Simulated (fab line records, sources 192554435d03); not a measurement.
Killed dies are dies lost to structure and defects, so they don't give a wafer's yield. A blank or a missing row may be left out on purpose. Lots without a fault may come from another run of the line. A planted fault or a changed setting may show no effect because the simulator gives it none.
Chamber matching | flow n5_finfet | N5_BEOL_M0_ALD_136 on ald_metal-02: 4 sister chambers
The step deposits TaN, pulse time 2 s, purge time 3 s, co reactant purge time 2 s. 22 wafers are shown with their chamber, then 11 later ones without.

WAFERS WITH THEIR CHAMBER
wafer  | chamber | heater_power_w (W)
L075.2 | 3       | 400
L075.4 | 1       | 366
L075.6 | 0       | 386
L077.1 | 0       | 401
L077.4 | 3       | 404
L077.6 | 0       | 391
L078.2 | 0       | 406
L078.4 | 1       | 372
L078.6 | 2       | 379
L079.2 | 3       | 409
L079.3 | 2       | 381
L079.5 | 0       | 402
L087.1 | 1       | 368
L087.2 | 0       | 394
L087.3 | 2       | 378
L087.4 | 3       | 410
L087.5 | 2       | 373
L087.6 | 3       | 393
L090.3 | 3       | 388
L090.4 | 3       | 402
L090.6 | 0       | 394
L093.2 | 3       | 398

SIGNATURES (means of the wafers above)
reading        | chamber 0 | chamber 1 | chamber 2 | chamber 3 | scatter within a chamber
heater_power_w | 396.29    | 368.67    | 377.75    | 400.50    | 6.42
Rule: a wafer's distance from a chamber is the root of the sum, over the readings, of the square of ((its reading less the chamber's mean) divided by the reading's scatter). The wafer belongs to the nearest chamber; if the next one is less than 2 further off, it can't be placed. The scatter: the root of (the sum of the squares of (reading less its chamber's mean) over the shown wafers, divided by (wafers less chambers)).

WAFERS WITHOUT THEIR CHAMBER
wafer  | heater_power_w (W)
L093.3 | 393
L093.4 | 367
L094.3 | 396
L094.5 | 373
L094.6 | 404
L095.2 | 393
L095.5 | 377
L095.6 | 402
L096.1 | 395
L096.2 | 371
L096.5 | 401

WHICH CHAMBER EACH WENT THROUGH
wafer  | from the rows above          | in truth
L093.3 | can't be placed: 0 or 3 or 2 | 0
L093.4 | can't be placed: 1 or 2      | 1
L094.3 | can't be placed: 0 or 3      | 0
L094.5 | can't be placed: 1 or 2      | 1
L094.6 | can't be placed: 3 or 0      | 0
L095.2 | can't be placed: 0 or 3 or 2 | 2
L095.5 | can't be placed: 2 or 1      | 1
L095.6 | can't be placed: 3 or 0      | 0
L096.1 | can't be placed: 0 or 3      | 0
L096.2 | can't be placed: 1 or 2      | 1
L096.5 | can't be placed: 3 or 0      | 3
Placed correctly: 0 of 11. Can't be placed from these rows: 11 (the true chamber is among the candidates in 11). Placed wrongly: 0.
